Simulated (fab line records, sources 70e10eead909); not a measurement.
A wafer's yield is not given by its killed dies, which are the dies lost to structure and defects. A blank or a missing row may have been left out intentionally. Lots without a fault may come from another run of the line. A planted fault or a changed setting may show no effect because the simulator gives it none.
The tool behind it: which one? || flow nand_harc || Sampling: 13 lots, 39 wafers, 5 of 1159 route steps

== WHAT THE GAUGES SHOWED, per wafer ==
NHARC_A_BONDPAD_CD_MEAS_09: the cd target is 500 nm. Usual: cd_nm at 499.4 nm, with a standard deviation of 2.3.
{"lot": "L689", "measured": "day 18 05:11", "on": "cd_sem-03", "cd_nm (nm)": "495.1 495.7 494.9", "flag": ""}
{"lot": "L687", "measured": "day 18 06:57", "on": "cd_sem-03", "cd_nm (nm)": "503.3 496.9 500.8", "flag": ""}
{"lot": "L686", "measured": "day 18 09:50", "on": "cd_sem-02", "cd_nm (nm)": "498.4 500.5 494.9", "flag": ""}
{"lot": "L688", "measured": "day 18 13:35", "on": "cd_sem-02", "cd_nm (nm)": "497.4 498.2 499.3", "flag": ""}
{"lot": "L696", "measured": "day 20 02:39", "on": "cd_sem-01", "cd_nm (nm)": "497.7 498.5 500.7", "flag": ""}
{"lot": "L694", "measured": "day 20 04:44", "on": "cd_sem-01", "cd_nm (nm)": "499.7 503.1 500.5", "flag": ""}
{"lot": "L693", "measured": "day 20 10:04", "on": "cd_sem-02", "cd_nm (nm)": "497.1 496.5 499.4", "flag": ""}
{"lot": "L695", "measured": "day 20 13:20", "on": "cd_sem-01", "cd_nm (nm)": "499.2 500.1 496.7", "flag": ""}
{"lot": "L698", "measured": "day 20 22:49", "on": "cd_sem-03", "cd_nm (nm)": "497.9 500.7 501.3", "flag": ""}
{"lot": "L699", "measured": "day 21 05:42", "on": "cd_sem-02", "cd_nm (nm)": "500.9 499.5 499.9", "flag": ""}
{"lot": "L702", "measured": "day 21 22:14", "on": "cd_sem-02", "cd_nm (nm)": "501.7 501.8 500.9", "flag": ""}
{"lot": "L703", "measured": "day 22 05:33", "on": "cd_sem-03", "cd_nm (nm)": "498.7 495.1 497.7", "flag": ""}
{"lot": "L704", "measured": "day 23 02:05", "on": "cd_sem-02", "cd_nm (nm)": "499.1 503.7 503.1", "flag": ""}

NHARC_A_BONDPAD_OVL_MEAS_35. Usual: overlay_x_nm 0 nm, standard deviation 5.9; overlay_y_nm 1 nm, standard deviation 5.
{"lot": "L689", "measured": "day 18 05:16", "on": "overlay-01", "overlay_x_nm (nm)": "1 1 2", "overlay_y_nm (nm)": "0 0 0", "flag": ""}
{"lot": "L687", "measured": "day 18 07:02", "on": "overlay-02", "overlay_x_nm (nm)": "3 4 3", "overlay_y_nm (nm)": "8 8 7", "flag": ""}
{"lot": "L686", "measured": "day 18 09:56", "on": "overlay-02", "overlay_x_nm (nm)": "-7 -7 -7", "overlay_y_nm (nm)": "4 4 4", "flag": ""}
{"lot": "L688", "measured": "day 18 13:41", "on": "overlay-02", "overlay_x_nm (nm)": "-2 -2 -2", "overlay_y_nm (nm)": "-3 -3 -3", "flag": ""}
{"lot": "L696", "measured": "day 20 02:44", "on": "overlay-01", "overlay_x_nm (nm)": "-2 -2 -2", "overlay_y_nm (nm)": "-1 -1 -1", "flag": ""}
{"lot": "L694", "measured": "day 20 04:50", "on": "overlay-02", "overlay_x_nm (nm)": "-5 -5 -5", "overlay_y_nm (nm)": "1 2 1", "flag": ""}
{"lot": "L693", "measured": "day 20 10:09", "on": "overlay-01", "overlay_x_nm (nm)": "1 1 0", "overlay_y_nm (nm)": "-5 -5 -5", "flag": ""}
{"lot": "L695", "measured": "day 20 13:26", "on": "overlay-01", "overlay_x_nm (nm)": "0 0 -1", "overlay_y_nm (nm)": "-1 -1 -1", "flag": ""}
{"lot": "L698", "measured": "day 20 22:54", "on": "overlay-02", "overlay_x_nm (nm)": "8 9 8", "overlay_y_nm (nm)": "3 3 3", "flag": ""}
{"lot": "L699", "measured": "day 21 05:47", "on": "overlay-02", "overlay_x_nm (nm)": "-8 -8 -7", "overlay_y_nm (nm)": "-6 -6 -6", "flag": ""}
{"lot": "L702", "measured": "day 21 22:19", "on": "overlay-02", "overlay_x_nm (nm)": "2 2 2", "overlay_y_nm (nm)": "4 5 4", "flag": ""}
{"lot": "L703", "measured": "day 22 05:38", "on": "overlay-01", "overlay_x_nm (nm)": "-5 -4 -4", "overlay_y_nm (nm)": "3 3 3", "flag": ""}
{"lot": "L704", "measured": "day 23 02:10", "on": "overlay-01", "overlay_x_nm (nm)": "-11 -12 -11", "overlay_y_nm (nm)": "8 8 8", "flag": ""}

NHARC_END_SORT_01. Usual: killed_at_array 27, standard deviation 10; killed_at_other 0.6, standard deviation 0.96; killed_at_periphery 3.4, standard deviation 2.7; killed_dies 31, standard deviation 10; killed_open 2.9, standard deviation 1.8; killed_short 1.8, standard deviation 1.4.
{"lot": "L688", "measured": "day 20 16:42", "on": "prober-02", "killed_at_array": "467 484 487", "killed_at_other": "3 0 0", "killed_at_periphery": "6 3 3", "killed_dies": "476 487 490", "killed_open": "1 0 0", "killed_short": "4 1 2", "flag": "OFF"}

== WHAT TOOL EACH LOT RAN ON (gives the tool, then ch and the chambers of the sampled wafers, and finally the start) ==
{"lot": "L689", "NHARC_A_M0_ECD_22": "ecd_cu-01 ch 0,1, day 17 21:44", "NHARC_A_BONDPAD_CMP_19": "cmp-03 ch 1,2,3, day 18 07:43"}
{"lot": "L687", "NHARC_A_M0_ECD_22": "ecd_cu-01 ch 0,1, day 17 23:35", "NHARC_A_BONDPAD_CMP_19": "cmp-02 ch 2,3, day 18 09:16"}
{"lot": "L686", "NHARC_A_M0_ECD_22": "ecd_cu-02 ch 0,1, day 18 02:34", "NHARC_A_BONDPAD_CMP_19": "cmp-04 ch 0,1,3, day 18 12:13"}
{"lot": "L688", "NHARC_A_M0_ECD_22": "ecd_cu-01 ch 0,1, day 18 06:14", "NHARC_A_BONDPAD_CMP_19": "cmp-03 ch 1,2, day 18 15:53"}
{"lot": "L696", "NHARC_A_M0_ECD_22": "ecd_cu-02 ch 1, day 19 18:51", "NHARC_A_BONDPAD_CMP_19": "cmp-02 ch 0,1,2, day 20 05:15"}
{"lot": "L694", "NHARC_A_M0_ECD_22": "ecd_cu-02 ch 1, day 19 21:30", "NHARC_A_BONDPAD_CMP_19": "cmp-04 ch 2,3, day 20 07:01"}
{"lot": "L693", "NHARC_A_M0_ECD_22": "ecd_cu-02 ch 0, day 20 02:44", "NHARC_A_BONDPAD_CMP_19": "cmp-04 ch 1,2,3, day 20 12:23"}
{"lot": "L695", "NHARC_A_M0_ECD_22": "ecd_cu-02 ch 1, day 20 06:09", "NHARC_A_BONDPAD_CMP_19": "cmp-04 ch 0,1,2, day 20 15:55"}
{"lot": "L698", "NHARC_A_M0_ECD_22": "ecd_cu-02 ch 0,1, day 20 15:23", "NHARC_A_BONDPAD_CMP_19": "cmp-02 ch 0,1, day 21 01:16"}
{"lot": "L699", "NHARC_A_M0_ECD_22": "ecd_cu-02 ch 0,1, day 20 19:22", "NHARC_A_BONDPAD_CMP_19": "cmp-04 ch 2,3, day 21 07:59"}
{"lot": "L702", "NHARC_A_M0_ECD_22": "ecd_cu-02 ch 0,1, day 21 14:08", "NHARC_A_BONDPAD_CMP_19": "cmp-04 ch 1,2, day 22 00:29"}
{"lot": "L703", "NHARC_A_M0_ECD_22": "ecd_cu-02 ch 0,1, day 21 21:55", "NHARC_A_BONDPAD_CMP_19": "cmp-03 ch 0,1,3, day 22 07:47"}
{"lot": "L704", "NHARC_A_M0_ECD_22": "ecd_cu-02 ch 0,1, day 22 16:20", "NHARC_A_BONDPAD_CMP_19": "cmp-03 ch 2,3, day 23 04:38"}
- NHARC_A_M0_ECD_22: material Cu, target thk 400 nm.
- NHARC_A_BONDPAD_CMP_19: polishes, t overpolish 30 s, cu recess touch 16 s, target thk 169.8 nm.

== WHAT THE TOOLS THEMSELVES READ (means of the sampled wafers that have a number; where no wafer has one, the mark that the record gives instead) ==
NHARC_A_M0_ECD_22. Usual: bath_heat_duty_pct 6.3 %, standard deviation 0.62; bath_temp_c 25.00 C, standard deviation 0.12.
{"lot": "L689", "tool": "ecd_cu-01", "bath_heat_duty_pct (%)": 6.6, "bath_temp_c (C)": 25.00, "flag": ""}
{"lot": "L687", "tool": "ecd_cu-01", "bath_heat_duty_pct (%)": 6.8, "bath_temp_c (C)": 24.91, "flag": ""}
{"lot": "L686", "tool": "ecd_cu-02", "bath_heat_duty_pct (%)": 6.9, "bath_temp_c (C)": 25.12, "flag": ""}
{"lot": "L688", "tool": "ecd_cu-01", "bath_heat_duty_pct (%)": 6.5, "bath_temp_c (C)": 25.08, "flag": ""}
{"lot": "L696", "tool": "ecd_cu-02", "bath_heat_duty_pct (%)": 5.6, "bath_temp_c (C)": 25.04, "flag": ""}
{"lot": "L694", "tool": "ecd_cu-02", "bath_heat_duty_pct (%)": 5.6, "bath_temp_c (C)": 25.04, "flag": ""}
{"lot": "L693", "tool": "ecd_cu-02", "bath_heat_duty_pct (%)": 6.7, "bath_temp_c (C)": 25.05, "flag": ""}
{"lot": "L695", "tool": "ecd_cu-02", "bath_heat_duty_pct (%)": 5.9, "bath_temp_c (C)": 25.09, "flag": ""}
{"lot": "L698", "tool": "ecd_cu-02", "bath_heat_duty_pct (%)": 6.5, "bath_temp_c (C)": 24.96, "flag": ""}
{"lot": "L699", "tool": "ecd_cu-02", "bath_heat_duty_pct (%)": 5.9, "bath_temp_c (C)": 24.98, "flag": ""}
{"lot": "L702", "tool": "ecd_cu-02", "bath_heat_duty_pct (%)": 6.3, "bath_temp_c (C)": 25.03, "flag": ""}
{"lot": "L703", "tool": "ecd_cu-02", "bath_heat_duty_pct (%)": 5.5, "bath_temp_c (C)": 24.97, "flag": ""}
{"lot": "L704", "tool": "ecd_cu-02", "bath_heat_duty_pct (%)": 6.1, "bath_temp_c (C)": 24.99, "flag": ""}

NHARC_A_BONDPAD_CMP_19. Usual: motor_current_A 12.2 A, standard deviation 1.4; overpolish_run_s 30.000 s, standard deviation 0.0095.
{"lot": "L689", "tool": "cmp-03", "motor_current_A (A)": 12.4, "overpolish_run_s (s)": 29.994, "flag": ""}
{"lot": "L687", "tool": "cmp-02", "motor_current_A (A)": 11.7, "overpolish_run_s (s)": 29.999, "flag": ""}
{"lot": "L686", "tool": "cmp-04", "motor_current_A (A)": 12.7, "overpolish_run_s (s)": 29.996, "flag": ""}
{"lot": "L688", "tool": "cmp-03", "motor_current_A (A)": 11.7, "overpolish_run_s (s)": 30.002, "flag": ""}
{"lot": "L696", "tool": "cmp-02", "motor_current_A (A)": 11.8, "overpolish_run_s (s)": 29.998, "flag": ""}
{"lot": "L694", "tool": "cmp-04", "motor_current_A (A)": 10.2, "overpolish_run_s (s)": 30.000, "flag": ""}
{"lot": "L693", "tool": "cmp-04", "motor_current_A (A)": 12.1, "overpolish_run_s (s)": 29.998, "flag": ""}
{"lot": "L695", "tool": "cmp-04", "motor_current_A (A)": 11.5, "overpolish_run_s (s)": 30.006, "flag": ""}
{"lot": "L698", "tool": "cmp-02", "motor_current_A (A)": 11.6, "overpolish_run_s (s)": 29.996, "flag": ""}
{"lot": "L699", "tool": "cmp-04", "motor_current_A (A)": 12.0, "overpolish_run_s (s)": 29.998, "flag": ""}
{"lot": "L702", "tool": "cmp-04", "motor_current_A (A)": 11.9, "overpolish_run_s (s)": 30.003, "flag": ""}
{"lot": "L703", "tool": "cmp-03", "motor_current_A (A)": 12.8, "overpolish_run_s (s)": 29.994, "flag": ""}
{"lot": "L704", "tool": "cmp-03", "motor_current_A (A)": 12.5, "overpolish_run_s (s)": 30.012, "flag": ""}

== THE ANSWER, worked out from the rows above alone ==
Rule: a lot is off if the mean of its wafers that have a number lies more than 3 standard deviations from the usual mean. A lot without any number at a reading at which 4 lots or more have one is off too. All remaining lots with rows at the step are treated as sound. First the gauges in route order, then the tools' own readings, where a lot's mean is used as printed above. The first step at which some lot is off is used, and at that step the reading that is off furthest; a lot without a number counts as furthest.
Off, at NHARC_END_SORT_01 on killed_dies: L688. Neither off nor sound, because the step has no rows for them: L689, L687, L686, L696, L694, L693, L695, L698, L699, L702, L703, L704.
A tool fits if, at a process step before that reading, it ran every lot that is off, and no sound lot after the first of them. Gauges at NHARC_END_SORT_01: tried the same way as those tools. Can't be told from this: 3 tools fit, ecd_cu-01 at NHARC_A_M0_ECD_22, cmp-03 at NHARC_A_BONDPAD_CMP_19, prober-02 at NHARC_END_SORT_01.

== WHAT WAS PUT IN BY THE SIMULATOR ==
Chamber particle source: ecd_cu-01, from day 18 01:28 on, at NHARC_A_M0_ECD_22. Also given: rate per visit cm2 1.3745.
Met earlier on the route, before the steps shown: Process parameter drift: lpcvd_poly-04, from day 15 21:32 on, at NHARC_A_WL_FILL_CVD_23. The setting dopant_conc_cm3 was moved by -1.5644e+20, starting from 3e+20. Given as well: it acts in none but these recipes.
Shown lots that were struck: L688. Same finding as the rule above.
